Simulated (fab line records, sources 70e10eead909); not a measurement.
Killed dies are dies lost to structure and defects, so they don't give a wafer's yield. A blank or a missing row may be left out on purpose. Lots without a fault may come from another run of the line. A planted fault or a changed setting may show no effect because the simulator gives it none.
Chamber matching | flow nand_harc | NHARC_P_BONDPAD_CMP_19 on cmp-02: 4 sister chambers
The step polishes, t overpolish 30 s, cu recess touch 16 s, target thk 160.81 nm. 4 wafers are shown with their chamber, then 9 later ones without.

WAFERS WITH THEIR CHAMBER
wafer  | chamber | motor_current_A (A)
L083.6 | 3       | 11.7
L086.1 | 2       | 13.0
L086.2 | 1       | 13.1
L086.3 | 0       | 12.1

WAFERS WITHOUT THEIR CHAMBER
wafer  | motor_current_A (A)
L087.3 | 12.1
L087.5 | 12.0
L087.6 | 11.6
L092.1 | 13.5
L092.2 | 11.8
L092.4 | 12.9
L093.1 | 12.4
L093.3 | 12.1
L093.6 | 13.1

WHICH CHAMBER EACH WENT THROUGH
wafer  | from the rows above     | in truth
L087.3 | 0                       | 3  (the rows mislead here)
L087.5 | can't be placed: 0 or 3 | 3
L087.6 | 3                       | 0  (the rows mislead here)
L092.1 | can't be placed: 1 or 2 | 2
L092.2 | can't be placed: 3 or 0 | 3
L092.4 | can't be placed: 2 or 1 | 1
L093.1 | can't be placed: 0 or 2 | 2
L093.3 | 0                       | 0
L093.6 | can't be placed: 1 or 2 | 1
Placed correctly: 1 of 9. Can't be placed from these rows: 6 (the true chamber is among the candidates in 6). Placed wrongly: 2.
How it was worked out, from the rows above alone: a wafer's distance from a chamber is the root of the sum, over the readings, of the square of ((its reading less the chamber's mean) divided by the reading's scatter). The wafer belongs to the nearest chamber; if the next one is less than 2 further off, it can't be placed. A chamber's mean is the mean of its shown wafers. The scatter: with one shown wafer a chamber, the root of the mean of the squares of how far each hidden wafer lies from its nearest shown one.
